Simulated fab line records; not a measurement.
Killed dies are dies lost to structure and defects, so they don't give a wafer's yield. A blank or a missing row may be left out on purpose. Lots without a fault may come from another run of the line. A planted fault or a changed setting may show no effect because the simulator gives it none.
Lot-split experiment || flow n5_finfet || on a route of 1938 steps: 7 lots, 21 wafers read

## ON THE SPLIT
At N5_SDB_CUT_ETCH_26 (etches Si in HBr/Cl2/O2, target depth 129.6 nm, bt time 20 s, time 51.8 s), the setting icp_w was moved away from the recipe's 800 W on 8 of the 21 wafers read, by -13.6% to +9.5%. This setting was run at the recipe's value on the other wafers.

The reading comes from the split's own step.

## THE READING
SDB.feature_depth_nm (the simulator's own value, which no gauge read), in nm, at N5_SDB_CUT_ETCH_26 (etches Si in HBr/Cl2/O2, target depth 129.6 nm, bt time 20 s, time 51.8 s). There is no usual value for it anywhere in the file. Average 129.5 nm, standard deviation 1.5 nm, over the 13 wafers here run with the recipe.

{"wafer": "L075.1", "tool, chamber at the split": "rie_si-05, 3", "icp_w as run, W": 800, "against the recipe": "recipe", "SDB.feature_depth_nm, nm": 128.2, "against lot-mates on the recipe": "-"}
{"wafer": "L075.2", "tool, chamber at the split": "rie_si-05, 1", "icp_w as run, W": 800, "against the recipe": "recipe", "SDB.feature_depth_nm, nm": 129, "against lot-mates on the recipe": "-"}
{"wafer": "L075.5", "tool, chamber at the split": "rie_si-05, 0", "icp_w as run, W": 800, "against the recipe": "recipe", "SDB.feature_depth_nm, nm": 129.4, "against lot-mates on the recipe": "-"}
{"wafer": "L080.1", "tool, chamber at the split": "rie_si-02, 2", "icp_w as run, W": 691.8, "against the recipe": "-13.5%", "SDB.feature_depth_nm, nm": 122, "against lot-mates on the recipe": -7.5}
{"wafer": "L080.3", "tool, chamber at the split": "rie_si-02, 0", "icp_w as run, W": 800, "against the recipe": "recipe", "SDB.feature_depth_nm, nm": 130.2, "against lot-mates on the recipe": "-"}
{"wafer": "L080.4", "tool, chamber at the split": "rie_si-02, 1", "icp_w as run, W": 800, "against the recipe": "recipe", "SDB.feature_depth_nm, nm": 128.8, "against lot-mates on the recipe": "-"}
{"wafer": "L086.2", "tool, chamber at the split": "rie_si-04, 1", "icp_w as run, W": 875.6, "against the recipe": "+9.5%", "SDB.feature_depth_nm, nm": 135, "against lot-mates on the recipe": "+5.2"}
{"wafer": "L086.3", "tool, chamber at the split": "rie_si-04, 3", "icp_w as run, W": 800, "against the recipe": "recipe", "SDB.feature_depth_nm, nm": 129.4, "against lot-mates on the recipe": "-"}
{"wafer": "L086.4", "tool, chamber at the split": "rie_si-04, 2", "icp_w as run, W": 800, "against the recipe": "recipe", "SDB.feature_depth_nm, nm": 130.2, "against lot-mates on the recipe": "-"}
{"wafer": "L087.1", "tool, chamber at the split": "rie_si-05, 0", "icp_w as run, W": 690.9, "against the recipe": "-13.6%", "SDB.feature_depth_nm, nm": 122.8, "against lot-mates on the recipe": -11.2}
{"wafer": "L087.3", "tool, chamber at the split": "rie_si-05, 2", "icp_w as run, W": 800, "against the recipe": "recipe", "SDB.feature_depth_nm, nm": 134, "against lot-mates on the recipe": "-"}
{"wafer": "L087.5", "tool, chamber at the split": "rie_si-05, 1", "icp_w as run, W": 690.9, "against the recipe": "-13.6%", "SDB.feature_depth_nm, nm": 121.4, "against lot-mates on the recipe": -12.6}
{"wafer": "L093.1", "tool, chamber at the split": "rie_si-05, 0", "icp_w as run, W": 800, "against the recipe": "recipe", "SDB.feature_depth_nm, nm": 129.4, "against lot-mates on the recipe": "-"}
{"wafer": "L093.4", "tool, chamber at the split": "rie_si-05, 3", "icp_w as run, W": 853.2, "against the recipe": "+6.7%", "SDB.feature_depth_nm, nm": 131.2, "against lot-mates on the recipe": "+2.6"}
{"wafer": "L093.6", "tool, chamber at the split": "rie_si-05, 3", "icp_w as run, W": 800, "against the recipe": "recipe", "SDB.feature_depth_nm, nm": 127.8, "against lot-mates on the recipe": "-"}
{"wafer": "L095.1", "tool, chamber at the split": "rie_si-02, 1", "icp_w as run, W": 800, "against the recipe": "recipe", "SDB.feature_depth_nm, nm": 128.8, "against lot-mates on the recipe": "-"}
{"wafer": "L095.4", "tool, chamber at the split": "rie_si-02, 2", "icp_w as run, W": 864.1, "against the recipe": "+8.0%", "SDB.feature_depth_nm, nm": 133.4, "against lot-mates on the recipe": "+4.1"}
{"wafer": "L095.6", "tool, chamber at the split": "rie_si-02, 3", "icp_w as run, W": 800, "against the recipe": "recipe", "SDB.feature_depth_nm, nm": 129.8, "against lot-mates on the recipe": "-"}
{"wafer": "L097.1", "tool, chamber at the split": "rie_si-05, 3", "icp_w as run, W": 854.3, "against the recipe": "+6.8%", "SDB.feature_depth_nm, nm": 131.6, "against lot-mates on the recipe": "+3.2"}
{"wafer": "L097.4", "tool, chamber at the split": "rie_si-05, 1", "icp_w as run, W": 854.3, "against the recipe": "+6.8%", "SDB.feature_depth_nm, nm": 132.2, "against lot-mates on the recipe": "+3.8"}
{"wafer": "L097.5", "tool, chamber at the split": "rie_si-05, 1", "icp_w as run, W": 800, "against the recipe": "recipe", "SDB.feature_depth_nm, nm": 128.4, "against lot-mates on the recipe": "-"}

FIT RESULTS
A straight line over all 21 wafers: SDB.feature_depth_nm changes by +0.509 nm for each +1% of icp_w; r = +0.93; the points scatter about the line by 1.4 nm.
The same after taking each lot's own level away (the mean of its wafers on the recipe; 21 wafers): +0.676 nm for each +1%; r = +0.97; scatter 1.2 nm.
The reading moves by 9.2 nm for the largest change in icp_w, on that fit.
The lots' own levels span 128.40 to 134.00 nm, that is 3.8 times the standard deviation above.
So the slope is not independent of the lot-to-lot level: the two fits are not the same.
Check: with one of the wafers moved furthest among these (-13.6%) left out of the fit, the line predicts -9.18 nm for it against its lot-mates. It came out at -11.2 nm against them.

## OTHER SPLITS ON THESE WAFERS
Before the reading, these wafers also passed through other splits. Each is held against what the fit with the lots' levels taken away leaves over:
{"other split on the same wafers": "N5_SD_EPI_P_EPI_21 epi_growth_time_s", "wafers away from the commonest value": 8, "r with SDB.feature_depth_nm (lot level and that fit taken away)": -0.15}

## THE WHOLE CHAIN: every reading that the file lists as answering this split, in the file's order
{"step": "N5_SDB_CUT_ETCH_26", "what it does": "etches Si in HBr/Cl2/O2, target depth 129.6 nm, bt time 20 s, time 51.8 s", "reading": "etch.depth_nm (the simulator's own value, which no gauge read)", "change (the file's fit)": "+0.634 nm for each +1% of the setting", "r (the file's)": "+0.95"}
{"step": "N5_SDB_CUT_ETCH_26", "what it does": "etches Si in HBr/Cl2/O2, target depth 129.6 nm, bt time 20 s, time 51.8 s", "reading": "SDB.feature_depth_nm (the simulator's own value, which no gauge read)", "change (the file's fit)": "+0.631 nm for each +1% of the setting", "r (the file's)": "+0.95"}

## THE FILE'S OWN FIT
SDB.feature_depth_nm changes by +0.631 nm for each +1% of icp_w, r = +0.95.
